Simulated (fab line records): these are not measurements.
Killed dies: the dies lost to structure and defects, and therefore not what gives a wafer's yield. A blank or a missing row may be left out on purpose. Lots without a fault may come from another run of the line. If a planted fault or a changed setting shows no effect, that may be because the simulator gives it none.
Problem report in the 8D (eight disciplines) form, filled by code ; flow n5_finfet ; the parts of the form that need people (team, actions taken, sign-off) are left out

1. WHAT WENT WRONG
Mean of killed_at_M4_up at N5_PASSIVATION_PROBE_49: 420 across 6 wafers in 2 lots; on wafers with no fault it is 14 (standard deviation 5.7). That puts it +71 standard deviations away from the usual mean.
First seen on wafer L827.2, day 15 11:41, on prober-01. Wafers with a number at this step in the record: 36, from 12 lots. Rule for "out", or "out of limits": more than 4 standard deviations from the usual mean. Any other wafer with a number is counted as sound.

2. WHAT IT IS; WHAT IT IS NOT
question;is;is not
which readings at this step;killed_at_M4_up, defect_limited_yield, killed_dies, killed_on_rim, sort_bin_5_function, sort_bin_6_memory, sort_n_pass, sort_yield_pct;killed_at_contacts, killed_at_front_end, killed_at_other, killed_open
which lots;L827, L828;L817, L818, L819, L820, L821, L822, L823, L824, L826, L836
which wafers of those lots;all that have a number;-
read on which tools;prober-01, prober-02;-
when;from day 15 11:41;"up to then (24 sound wafers); but 6 sound wafers of L826, L836 came after"

3. THE SUSPECTS, EACH WITH WHAT RULES IT OUT
Counting: any tool at a process step up to the reading is kept as a suspect provided that every lot that is out went through it and no sound lot did after the first of them.
- ecd_cu-02 at N5_BEOL_M4_ECD_50 (material Cu, target thk 300 nm): kept. All lots that are out passed through it, beginning with L828 at day 11 00:45, and no sound lot followed; its final sound lot before that point was L826 at day 10 23:05.
- pvd_sputter-02 at N5_PASSIVATION_PRE_CLEAN_19: ruled out as a lasting fault. Following L827 (day 15 04:37), the first lot on it that is out, the sound lots L836 were run on it.
The count leaves ecd_cu-02 at N5_BEOL_M4_ECD_50.

4. THE CAUSE (what the simulator had put in)
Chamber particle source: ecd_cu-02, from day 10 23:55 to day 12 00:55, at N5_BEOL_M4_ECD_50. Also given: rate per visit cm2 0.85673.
This tool alone remained once counting was done.

5. THE EFFECT CHAIN, in route order
Rows list readings where the struck wafers' mean (over those with a number) sits beyond 3 standard deviations from the usual. Readings are gone through only where the record gives a usual standard deviation; hours: the median, over the lots, of the time from a lot's start at the first step in this table giving one to that lot's start at this step; sigmas: the change measured in usual standard deviations.
hours;step;reading;usual;on struck wafers;change;sigmas
0;N5_PASSIVATION_PROBE_49;defect_limited_yield;90.9 %;57.2;-33.7;-21
0;N5_PASSIVATION_PROBE_49;killed_at_M4_up;14;420;+406;+71
0;N5_PASSIVATION_PROBE_49;killed_dies;107;506;+398;+21
0;N5_PASSIVATION_PROBE_49;killed_on_rim;14;63;+49;+12
0;N5_PASSIVATION_PROBE_49;sort_bin_5_function;5.3 %;26.5;+21.2;+19
0;N5_PASSIVATION_PROBE_49;sort_bin_6_memory;3.4 %;13.5;+10.1;+14
0;N5_PASSIVATION_PROBE_49;sort_n_pass;1073;674;-398;-21
0;N5_PASSIVATION_PROBE_49;sort_yield_pct;90.9 %;57.2;-33.7;-21
It contains these process steps:
- N5_PASSIVATION_PROBE_49

6. WHAT WOULD HAVE CAUGHT IT SOONER
First out-of-limits reading in this record: day 15 11:41, which is 108 hours after fault onset at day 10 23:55.
Lots out: 2; all had begun N5_BEOL_M4_ECD_50 on ecd_cu-02 by day 15 11:41. Had the tool been put on hold then, not one of them would have been saved.
